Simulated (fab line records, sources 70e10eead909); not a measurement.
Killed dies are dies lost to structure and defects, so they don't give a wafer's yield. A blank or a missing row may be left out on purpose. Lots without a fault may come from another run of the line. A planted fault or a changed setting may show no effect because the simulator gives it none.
Which tool did it? | flow nand_harc | 24 lots, 72 wafers sampled, at 6 steps of a route of 1159

WHAT THE GAUGES READ, wafer by wafer
The record holds no reading of a measuring or inspecting step that can be judged against a usual standard deviation.

WHICH TOOL RAN EACH LOT (tool, then ch and the chambers of the sampled wafers, then the start)
lot  | NHARC_A_CONTACT_ETCH_113             | NHARC_A_CONTACT_ETCH_114             | NHARC_A_CONTACT_ETCH_127             | NHARC_A_CONTACT_ETCH_133             | NHARC_A_CONTACT_ETCH_91            | NHARC_A_CONTACT_DEP_85
L075 | har_cap_etch-03 ch 0,1, day 16 06:26 | har_cap_etch-03 ch 0,1, day 16 06:32 | har_cap_etch-02 ch 0,1, day 16 14:53 | har_cap_etch-02 ch 0,1, day 16 15:45 | rie_diel-12 ch 0,1,2, day 16 16:17 | pecvd-02 ch 1,2, day 16 18:49
L074 | har_cap_etch-01 ch 1, day 16 12:40   | har_cap_etch-01 ch 1, day 16 12:47   | har_cap_etch-02 ch 0,1, day 16 20:08 | har_cap_etch-02 ch 0,1, day 16 21:00 | rie_diel-10 ch 0,3, day 16 21:32   | pecvd-01 ch 0,1,2, day 17 00:44
L077 | har_cap_etch-01 ch 0,1, day 16 23:04 | har_cap_etch-01 ch 0,1, day 16 23:09 | har_cap_etch-01 ch 0,1, day 17 06:09 | har_cap_etch-01 ch 0,1, day 17 07:01 | rie_diel-12 ch 2,3, day 17 07:43   | pecvd-02 ch 0,1, day 17 11:42
L076 | har_cap_etch-03 ch 0,1, day 17 00:58 | har_cap_etch-03 ch 0,1, day 17 01:03 | har_cap_etch-02 ch 0,1, day 17 08:23 | har_cap_etch-02 ch 0,1, day 17 09:14 | rie_diel-12 ch 1,2, day 17 09:49   | pecvd-01 ch 1,2, day 17 13:36
L078 | har_cap_etch-03 ch 0,1, day 17 08:17 | har_cap_etch-03 ch 0,1, day 17 08:25 | har_cap_etch-02 ch 0,1, day 17 16:49 | har_cap_etch-02 ch 0,1, day 17 17:40 | rie_diel-12 ch 0,2, day 17 18:15   | pecvd-02 ch 0,1, day 17 20:48
L080 | har_cap_etch-02 ch 0,1, day 17 14:18 | har_cap_etch-02 ch 0,1, day 17 14:23 | har_cap_etch-03 ch 0,1, day 17 22:25 | har_cap_etch-03 ch 0,1, day 17 23:19 | rie_diel-10 ch 0,2, day 17 23:48   | pecvd-04 ch 0,1,2, day 18 02:23
L079 | har_cap_etch-03 ch 0,1, day 17 14:36 | har_cap_etch-03 ch 0,1, day 17 14:43 | har_cap_etch-01 ch 0,1, day 17 22:34 | har_cap_etch-01 ch 0,1, day 17 23:29 | rie_diel-10 ch 2,3, day 17 23:56   | pecvd-02 ch 0,1,2, day 18 03:26
L083 | har_cap_etch-03 ch 0,1, day 18 01:25 | har_cap_etch-03 ch 0,1, day 18 01:30 | har_cap_etch-01 ch 0,1, day 18 11:43 | har_cap_etch-01 ch 0,1, day 18 12:51 | rie_diel-12 ch 0,2,3, day 18 13:30 | pecvd-04 ch 0,1,2, day 18 16:24
L082 | har_cap_etch-03 ch 0,1, day 18 07:54 | har_cap_etch-03 ch 0,1, day 18 07:59 | har_cap_etch-02 ch 0,1, day 18 15:59 | har_cap_etch-02 ch 0,1, day 18 16:50 | rie_diel-10 ch 0,1,2, day 18 17:33 | pecvd-04 ch 0,1,2, day 18 21:37
L081 | har_cap_etch-03 ch 0,1, day 18 16:07 | har_cap_etch-03 ch 0,1, day 18 16:13 | har_cap_etch-02 ch 0,1, day 19 00:55 | har_cap_etch-02 ch 0,1, day 19 01:47 | rie_diel-12 ch 1,3, day 19 02:19   | pecvd-01 ch 1,2, day 19 04:58
L085 | har_cap_etch-01 ch 0,1, day 18 18:07 | har_cap_etch-01 ch 0,1, day 18 18:13 | har_cap_etch-03 ch 0,1, day 19 02:37 | har_cap_etch-03 ch 0,1, day 19 03:28 | rie_diel-12 ch 0,1,3, day 19 04:02 | pecvd-02 ch 0,1,2, day 19 06:28
L084 | har_cap_etch-03 ch 0,1, day 18 20:35 | har_cap_etch-03 ch 0,1, day 18 20:41 | har_cap_etch-01 ch 0,1, day 19 04:21 | har_cap_etch-01 ch 0,1, day 19 05:12 | rie_diel-12 ch 0,2,3, day 19 05:46 | pecvd-01 ch 0,1,2, day 19 08:35
L088 | har_cap_etch-03 ch 0,1, day 19 07:54 | har_cap_etch-03 ch 0,1, day 19 07:59 | har_cap_etch-03 ch 0,1, day 19 15:30 | har_cap_etch-03 ch 0,1, day 19 16:21 | rie_diel-12 ch 0,1,3, day 19 16:55 | pecvd-02 ch 0,1,2, day 19 19:22
L087 | har_cap_etch-01 ch 0,1, day 19 08:02 | har_cap_etch-01 ch 0,1, day 19 08:10 | har_cap_etch-01 ch 0,1, day 19 17:48 | har_cap_etch-01 ch 0,1, day 19 18:44 | rie_diel-12 ch 0,2,3, day 19 19:12 | pecvd-01 ch 0,1, day 19 22:58
L086 | har_cap_etch-02 ch 0,1, day 19 17:50 | har_cap_etch-02 ch 0,1, day 19 17:57 | har_cap_etch-03 ch 0,1, day 20 06:05 | har_cap_etch-03 ch 0,1, day 20 06:57 | rie_diel-12 ch 0,1,2, day 20 07:32 | pecvd-04 ch 0,1, day 20 09:59
L090 | har_cap_etch-03 ch 0,1, day 19 18:34 | har_cap_etch-03 ch 0,1, day 19 18:39 | har_cap_etch-02 ch 0,1, day 20 02:24 | har_cap_etch-02 ch 0,1, day 20 03:17 | rie_diel-12 ch 1,2,3, day 20 03:49 | pecvd-01 ch 0,1, day 20 07:01
L089 | har_cap_etch-01 ch 0,1, day 20 03:40 | har_cap_etch-01 ch 0,1, day 20 03:46 | har_cap_etch-01 ch 0,1, day 20 11:20 | har_cap_etch-01 ch 0,1, day 20 12:11 | rie_diel-12 ch 1,2,3, day 20 12:46 | pecvd-04 ch 0,1, day 20 15:15
L091 | har_cap_etch-02 ch 0,1, day 20 16:14 | har_cap_etch-02 ch 0,1, day 20 16:20 | har_cap_etch-01 ch 0,1, day 20 23:20 | har_cap_etch-01 ch 0,1, day 21 00:11 | rie_diel-13 ch 0,1,3, day 21 00:46 | pecvd-01 ch 0,1, day 21 07:28
L092 | har_cap_etch-03 ch 1, day 20 20:13   | har_cap_etch-03 ch 1, day 20 20:19   | har_cap_etch-03 ch 0,1, day 21 03:41 | har_cap_etch-03 ch 0,1, day 21 04:34 | rie_diel-12 ch 0,2,3, day 21 05:06 | pecvd-04 ch 0,2, day 21 09:46
L093 | har_cap_etch-02 ch 0,1, day 20 22:11 | har_cap_etch-02 ch 0,1, day 20 22:17 | har_cap_etch-02 ch 0,1, day 21 05:23 | har_cap_etch-02 ch 0,1, day 21 06:36 | rie_diel-12 ch 1,2,3, day 21 07:07 | pecvd-02 ch 1,2, day 21 11:11
L094 | har_cap_etch-01 ch 0,1, day 21 20:59 | har_cap_etch-01 ch 0,1, day 21 21:05 | har_cap_etch-01 ch 0,1, day 22 05:16 | har_cap_etch-01 ch 0,1, day 22 06:08 | rie_diel-13 ch 0,1,2, day 22 06:40 | pecvd-04 ch 0,1, day 22 11:51
L096 | har_cap_etch-03 ch 0,1, day 21 21:59 | har_cap_etch-03 ch 0,1, day 21 22:04 | har_cap_etch-03 ch 0,1, day 22 05:32 | har_cap_etch-03 ch 0,1, day 22 06:23 | rie_diel-12 ch 1,2,3, day 22 06:58 | pecvd-01 ch 0,2, day 22 10:34
L095 | har_cap_etch-02 ch 0,1, day 22 01:25 | har_cap_etch-02 ch 0,1, day 22 01:31 | har_cap_etch-02 ch 0,1, day 22 08:40 | har_cap_etch-02 ch 0,1, day 22 09:32 | rie_diel-13 ch 1,2,3, day 22 10:04 | pecvd-04 ch 0,1, day 22 13:04
L097 | har_cap_etch-01 ch 0,1, day 22 11:56 | har_cap_etch-01 ch 0,1, day 22 12:02 | har_cap_etch-02 ch 0,1, day 22 19:32 | har_cap_etch-02 ch 0,1, day 22 20:25 | rie_diel-10 ch 2,3, day 22 20:54   | pecvd-01 ch 0,1,2, day 22 23:21
- NHARC_A_CONTACT_ETCH_113: etches the open film in C4F8/O2/Ar, time 94 s, target depth 922 nm.
- NHARC_A_CONTACT_ETCH_114: etches the open film in C4F8/O2/Ar, time 94 s, target depth 922 nm.
- NHARC_A_CONTACT_ETCH_127: etches the open film in C4F8/O2/Ar, time 155 s, target depth 956 nm.
- NHARC_A_CONTACT_ETCH_133: etches the open film in C4F8/O2/Ar, time 195 s, target depth 840 nm.
- NHARC_A_CONTACT_ETCH_91: etches the open film in CH3F/O2, target depth 40 nm, time 85.7 s.
- NHARC_A_CONTACT_DEP_85: deposits SiON, target thk 50 nm.

WHAT THE TOOLS THEMSELVES READ (means of the sampled wafers that have a number; where no wafer has one, the mark that the record gives instead)
NHARC_A_CONTACT_ETCH_91. Usual: drypump_motor_current_A 5.7 A, standard deviation 0.33; oes_product_au 0.94 a.u., standard deviation 0.033; rf_vpp_V 244.4 V, standard deviation 1.7; showerhead_plenum_p_Torr 2.45 Torr, standard deviation 0.1; throttle_valve_pct 20.663 %, standard deviation 0.0086.
lot  | tool        | drypump_motor_current_A (A) | oes_product_au (a.u.) | rf_vpp_V (V) | showerhead_plenum_p_Torr (Torr) | throttle_valve_pct (%) | flag
L075 | rie_diel-12 | 5.5                         | 0.92                  | 243.8        | 2.42                            | 20.668                 |
L074 | rie_diel-10 | 6.1                         | 1.01                  | 245.3        | 2.54                            | 20.667                 |
L077 | rie_diel-12 | 5.8                         | 0.93                  | 244.9        | 2.43                            | 20.658                 |
L076 | rie_diel-12 | 5.6                         | 0.93                  | 243.2        | 2.37                            | 20.670                 |
L078 | rie_diel-12 | 5.6                         | 1.01                  | 243.4        | 2.44                            | 20.664                 |
L080 | rie_diel-10 | 6.1                         | 1.00                  | 244.6        | 2.51                            | 20.659                 |
L079 | rie_diel-10 | 5.9                         | 0.94                  | 244.6        | 2.46                            | 20.665                 |
L083 | rie_diel-12 | 5.7                         | 0.93                  | 245.3        | 2.47                            | 20.662                 |
L082 | rie_diel-10 | 6.1                         | 0.93                  | 245.3        | 2.53                            | 20.656                 |
L081 | rie_diel-12 | 5.8                         | 0.91                  | 245.1        | 2.44                            | 20.655                 |
L085 | rie_diel-12 | 5.6                         | 0.91                  | 244.4        | 2.45                            | 20.668                 |
L084 | rie_diel-12 | 5.7                         | 0.92                  | 245.8        | 2.47                            | 20.656                 |
L088 | rie_diel-12 | 5.6                         | 0.91                  | 243.9        | 2.45                            | 20.673                 |
L087 | rie_diel-12 | 5.7                         | 0.92                  | 245.2        | 2.47                            | 20.657                 |
L086 | rie_diel-12 | 5.5                         | 0.92                  | 243.5        | 2.42                            | 20.668                 |
L090 | rie_diel-12 | 5.7                         | 0.93                  | 243.4        | 2.41                            | 20.659                 |
L089 | rie_diel-12 | 5.7                         | 0.91                  | 244.0        | 2.41                            | 20.660                 |
L091 | rie_diel-13 | 5.3                         | 1.00                  | 243.5        | 2.43                            | 20.660                 |
L092 | rie_diel-12 | 5.7                         | 0.92                  | 245.2        | 2.47                            | 20.669                 |
L093 | rie_diel-12 | 5.7                         | 0.91                  | 243.1        | 2.40                            | 20.667                 |
L094 | rie_diel-13 | 5.4                         | 0.93                  | 245.1        | 2.51                            | 20.667                 |
L096 | rie_diel-12 | 5.7                         | 0.92                  | 243.3        | 2.40                            | 20.661                 |
L095 | rie_diel-13 | 5.3                         | 0.93                  | 243.8        | 2.40                            | 20.660                 |
L097 | rie_diel-10 | 5.8                         | 0.94                  | 243.7        | 2.44                            | 20.662                 |

NHARC_A_CONTACT_DEP_85. Usual: heater_power_w 807 W, standard deviation 120.
lot  | tool     | heater_power_w (W) | flag
L075 | pecvd-02 | 777                |
L074 | pecvd-01 | 779                |
L077 | pecvd-02 | 911                |
L076 | pecvd-01 | 745                |
L078 | pecvd-02 | 930                |
L080 | pecvd-04 | 753                |
L079 | pecvd-02 | 820                |
L083 | pecvd-04 | 790                |
L082 | pecvd-04 | 775                |
L081 | pecvd-01 | 707                |
L085 | pecvd-02 | 863                |
L084 | pecvd-01 | 733                |
L088 | pecvd-02 | 841                |
L087 | pecvd-01 | 799                |
L086 | pecvd-04 | 803                |
L090 | pecvd-01 | 744                |
L089 | pecvd-04 | 823                |
L091 | pecvd-01 | 765                |
L092 | pecvd-04 | 773                |
L093 | pecvd-02 | 792                |
L094 | pecvd-04 | 850                |
L096 | pecvd-01 | 836                |
L095 | pecvd-04 | 851                |
L097 | pecvd-01 | 745                |

THE ANSWER, worked out from the rows above alone
Rule: a lot is off if the mean of its wafers that have a number lies more than 3 standard deviations from the usual mean. A lot without any number at a reading at which 4 lots or more have one is off too. The other lots that the step has rows for count as sound. The gauges are gone through in route order, then the tools' own readings, and for those a lot's mean is taken as printed above. The first step at which some lot is off is used, and at that step the reading that is off furthest; a lot without a number counts as furthest.
No lot is off at any reading shown: from this, nothing can be told.

WHAT THE SIMULATOR HAD PUT IN
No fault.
